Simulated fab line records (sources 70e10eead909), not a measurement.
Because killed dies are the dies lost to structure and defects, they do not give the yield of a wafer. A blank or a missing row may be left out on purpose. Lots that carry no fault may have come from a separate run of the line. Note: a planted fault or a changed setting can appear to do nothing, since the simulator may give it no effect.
Problem report in the 8D (eight disciplines) form, filled by code | flow nandHarc | the parts of the form that need people (team, actions taken, sign-off) are left out

1. THE ISSUE
VT_DECK1_BOTTOM at NHARC_END_WLT_00 reads a mean of 0.907 on 1 wafer of 1 lot; wafers without a fault read 0.871 with a standard deviation of 0.0074. Measured from the usual mean, that is +4.9 standard deviations.
First observed at day 30 22:04: wafer L966.2, on prober-02. The record has a number at this step for 13 wafers belonging to 5 lots. The rule behind "out" and "out of limits": a value lying over 4 standard deviations away from the usual mean. Any other wafer with a number is counted as sound.

2. WHAT THIS IS AND IS NOT
question                    | is                                             | is not
which readings at this step | VT_DECK1_BOTTOM, VT_DECK1_MIDDLE, VT_DECK1_TOP | VT_DECK2_BOTTOM, VT_DECK2_BOTTOM_INNER, VT_DECK2_MEDIAN_NEAR_BOTTOM, VT_DECK2_MEDIAN_NEAR_BOTTOM_INNER, VT_DECK2_MIDDLE, VT_DECK2_MIDDLE_INNER, VT_DECK2_TOP, VT_DECK2_TOP_INNER
which lots                  | L966                                           | L951, L952, L960, L970
which wafers of those lots  | all that have a number                         | -
read on which gauges        | prober-02                                      | prober-01
when                        | from day 30 22:04                              | up to then (9 sound wafers); but 3 sound wafers of L970 came after

3. THE SUSPECTS, EACH WITH WHAT RULES IT OUT
Counting: a tool at any process step up to the reading remains a suspect when it ran all the lots that are out and ran no sound lot after the first of those.
- the gauge at NHARC_END_WLT_00: kept. All the wafers that are out were read on prober-02, and no step on other tools shows them out.
- rieDiel-01 at NHARC_A_CHANNEL_HOLE_D1_DESCUM_15 (chemistry O2, time 3 s): kept. It ran the lot that is out, L966 (day 16 01:16), and no sound lot after that; its last sound lot up to then is L960 (day 13 08:03).
- rieDiel-01 at NHARC_A_CHANNEL_HOLE_D1_ETCH_38 (etches the open film in CF4, target depth 39 nm, time 65 s): kept. It ran the lot that is out, L966 (day 16 01:22), and no sound lot after that; its last sound lot up to then is L960 (day 13 08:10).
- rieDiel-01 at NHARC_A_CHANNEL_HOLE_D1_ETCH_39 (etches the open film in N2/H2, target depth 260 nm, time 325 s): kept. It ran the lot that is out, L966 (day 16 01:28), and no sound lot after that; its last sound lot up to then is L960 (day 13 08:17).
- rieDiel-01 at NHARC_A_CHANNEL_HOLE_D1_ETCH_16 (etches the open film in O2/COS, target depth 3100 nm, time 806 s): kept. It ran the lot that is out, L966 (day 16 02:23), and no sound lot after that; its last sound lot up to then is L960 (day 13 09:22). NHARC_A_CHANNEL_HOLE_D1_ETCH_16 gives no start for some lots, so the hours and the order of its lots are those of NHARC_A_CHANNEL_HOLE_D1_CD_MEAS_18.
- harEtch-02 at NHARC_A_CHANNEL_HOLE_D1_ETCH_25 (etches the open film in C4F8/O2/Ar, time 1040.2 s, target depth 1500 nm): ruled out as a lasting fault. After its first lot that is out, L966 (day 16 05:58), sound lots L970 ran on it.
- aldHk-01 at NHARC_A_CHANNEL_FILL_D1_ALD_14 (deposits SiO2, target thk 2.5 nm, pulse time 10 s, ald cycles 25): kept. It ran the lot that is out, L966 (day 16 15:58), and no sound lot after that.
Left after counting: rieDiel-01 at NHARC_A_CHANNEL_HOLE_D1_DESCUM_15, rieDiel-01 at NHARC_A_CHANNEL_HOLE_D1_ETCH_38, rieDiel-01 at NHARC_A_CHANNEL_HOLE_D1_ETCH_39, rieDiel-01 at NHARC_A_CHANNEL_HOLE_D1_ETCH_16, aldHk-01 at NHARC_A_CHANNEL_FILL_D1_ALD_14, prober-02 at NHARC_END_WLT_00.

4. THE CAUSE (what the simulator had put in)
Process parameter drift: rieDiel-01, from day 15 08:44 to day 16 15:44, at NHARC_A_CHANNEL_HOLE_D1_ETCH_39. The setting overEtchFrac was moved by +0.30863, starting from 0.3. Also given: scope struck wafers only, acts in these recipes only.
Of the 6 suspects that counting leaves, this tool is one.

5. THE EFFECT CHAIN, in route order
Each row: a reading where the mean over the struck wafers with a number is more than 3 standard deviations away from the usual. Only readings for which the record gives a usual standard deviation are gone through. hours: the time from each lot's start at the first step in this table that gives one to its start at this step, as a median over the lots. sigmas: the change in usual standard deviations.
hours | step             | reading                           | usual | on struck wafers | change | sigmas
0     | NHARC_END_WLT_00 | VT_DECK1_BOTTOM                   | 0.871 | 0.907            | +0.036 | +4.9
0     | NHARC_END_WLT_00 | VT_DECK1_BOTTOM_INNER             | 0.870 | 0.901            | +0.031 | +3.9
0     | NHARC_END_WLT_00 | VT_DECK1_MEDIAN_NEAR_BOTTOM       | 0.872 | 0.900            | +0.028 | +3.7
0     | NHARC_END_WLT_00 | VT_DECK1_MEDIAN_NEAR_BOTTOM_INNER | 0.873 | 0.901            | +0.028 | +3.8
0     | NHARC_END_WLT_00 | VT_DECK1_MIDDLE                   | 0.884 | 0.919            | +0.035 | +4.7
0     | NHARC_END_WLT_00 | VT_DECK1_MIDDLE_INNER             | 0.883 | 0.909            | +0.026 | +3.5
0     | NHARC_END_WLT_00 | VT_DECK1_TOP                      | 0.894 | 0.930            | +0.036 | +4.8
0     | NHARC_END_WLT_00 | VT_DECK1_TOP_INNER                | 0.894 | 0.924            | +0.030 | +3.9
Later steps that measure or inspect, where all struck wafers having a row at the step show a number for every such reading and not one has moved that far: NHARC_END_SORT_01.

6. WHAT WOULD HAVE CAUGHT IT SOONER
Counted from the fault's start at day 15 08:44, it took 373 hours until the first out-of-limits reading at a measuring or inspecting step in this record, taken at day 30 22:04.
An alarm limit of 4 standard deviations would not have fired on the tool readings at NHARC_A_CHANNEL_HOLE_D1_ETCH_39 for which the record gives a usual standard deviation, since none of them was out on any struck wafer.
By day 30 22:04 the whole set of lots that are out, 1 in number, had already begun NHARC_A_CHANNEL_HOLE_D1_ETCH_39 on rieDiel-01. Holding the tool at that point would not have protected any of them.
